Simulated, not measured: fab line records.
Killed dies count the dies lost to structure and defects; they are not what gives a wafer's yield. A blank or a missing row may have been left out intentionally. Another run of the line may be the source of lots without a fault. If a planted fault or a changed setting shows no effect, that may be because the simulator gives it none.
Comparing a struck lot with a sound one ; flow n5Finfet ; 16 steps out of a route of 1938
Sound: the wafers L362.2, L362.3, L362.5. The struck wafers were L353.2, L353.3, L353.5. At the end, the cause is stated.
Per side, at each step with rows, come the tool, then ch with its chambers, and then its first start. Under that, the readings that differ: sound wafers ; struck wafers ; difference of the means ; sigmas: that difference in standard deviations of wafers without a fault.
alike: readings whose means differ by less than 2 such deviations, and words and numbers that are the same on both sides. not compared: withheld readings, readings that some wafer has no value for, bounds like >300 that may hide the same value, and numbers for which the record gives no deviation and whose values overlap.
The two part at a step that has a row with sigmas, a row that says differs or no value, or rows on one side only. When numbers do not overlap yet have no deviation, they are printed without sigmas and do not part them. A reading that every wafer of one side lacks parts them only if that side has two wafers or more.

first, 2 steps without rows for these wafers: N5_HKMG_FIN_COAT_85 (time 60 s, resist thk 300 nm); N5_HKMG_FIN_ETCH_86 (etches SOC in N2/H2, stops on TiN, target depth 393.2 nm).
N5_HKMG_FIN_STRIP_89: strips SOC in N2/H2, time 20 s.
  sound on rieDiel-04 ch 1,3, day 7 10:50; struck on rieDiel-01 ch 2,3, day 5 05:08
reading;sound;struck;difference;sigmas
drypumpMotorCurrentA (A);6.3 5.5 6.3;5.2 5.0 5.0;-1.0;-2
  alike: biasPowerW, chamberPressureMTorr, n2FlowSccm, oesProductAu, rfVppV, showerheadPlenumPTorr, throttleValvePct
  not compared: rfHoursCounterH
then, 1 step without rows for these wafers: N5_HKMG_FIN_WET_ETCH_87 (etches TiN in SC1, time 154.2 s, target depth 4.7 nm, rinse time 30 s).
N5_HKMG_FIN_STRIP_88: strips in N2/H2, time 360 s.
  sound on plasmaAsher-01 ch 0,1, day 7 11:02; struck on plasmaAsher-01 ch 0,1, day 5 05:19
  alike: drypumpMotorCurrentA, h2FlowSccm, heaterPowerW, n2FlowSccm
  not compared: rfHoursCounterH
N5_HKMG_FIN_NWFM_ALD_20: deposits TiAlC, target thk 2 nm, pulse time 3 s, purge time 2 s.
  sound on aldMetal-02 ch 0,2, day 7 11:26; struck on aldMetal-02 ch 0,1,3, day 5 05:42
  alike: heaterPowerW, precursorPulseHeightRel
N5_HKMG_FIN_ALD_71: deposits TiN, target thk 1 nm, pulse time 1 s, purge time 3 s.
  sound on aldMetal-02 ch 0,2, day 7 11:32; struck on aldMetal-02 ch 0,1,3, day 5 05:48
  alike: heaterPowerW, precursorPulseHeightRel
then, 5 steps without rows for these wafers: N5_HKMG_FIN_COAT_66 (time 60 s, resist thk 300 nm); N5_HKMG_FIN_ETCH_67 (etches SOC in N2/H2, stops on TiN, target depth 388.9 nm); N5_HKMG_FIN_STRIP_90 (strips SOC in N2/H2, time 20 s); N5_HKMG_FIN_WET_ETCH_73 (etches the open film in SC1, time 42.3 s, target depth 1.3 nm, rinse time 30 s); N5_HKMG_FIN_ETCHBACK_68 (etches the open film in Cl2/Ar, stops on HfO2, target depth 0.5 nm).
N5_HKMG_FIN_STRIP_69: strips in N2/H2, time 360 s.
  sound on plasmaAsher-01 ch 0,1, day 7 12:22; struck on plasmaAsher-02 ch 0,1, day 5 06:30
  no value came back on the struck wafers for any of 5 readings (drypumpMotorCurrentA (A), h2FlowSccm (sccm) and others); on the sound wafers drypumpMotorCurrentA (A) reads 5.71 5.66 5.73
  not compared: rfHoursCounterH
N5_HKMG_FIN_ALD_21: deposits TiN, target thk 1.5 nm, pulse time 1 s, purge time 3 s.
  sound on aldMetal-01 ch 0,2,3, day 7 12:44; struck on aldMetal-03 ch 0,1,3, day 5 06:53
  alike: heaterPowerW, precursorPulseHeightRel
N5_BEOL_M4_RC_MEAS_101:
  the record has rows for the sound wafers here (prober-01 ch 0, day 13 17:13) and none for the struck ones
-- here the record skips 9 days between the struck wafers' starts before and after, leaving off in module BEOL_M4 and picking up in module PASSIVATION (first step shown: number 1936 of the route) --
N5_PASSIVATION_PROBE_49:
  record: rows for the struck wafers here (prober-02, day 14 07:18), none for the sound ones

## WHERE THEY PART
Last at N5_PASSIVATION_PROBE_49 as far as this record goes, first at N5_HKMG_FIN_STRIP_89.

WHY: what had been put in by the simulator
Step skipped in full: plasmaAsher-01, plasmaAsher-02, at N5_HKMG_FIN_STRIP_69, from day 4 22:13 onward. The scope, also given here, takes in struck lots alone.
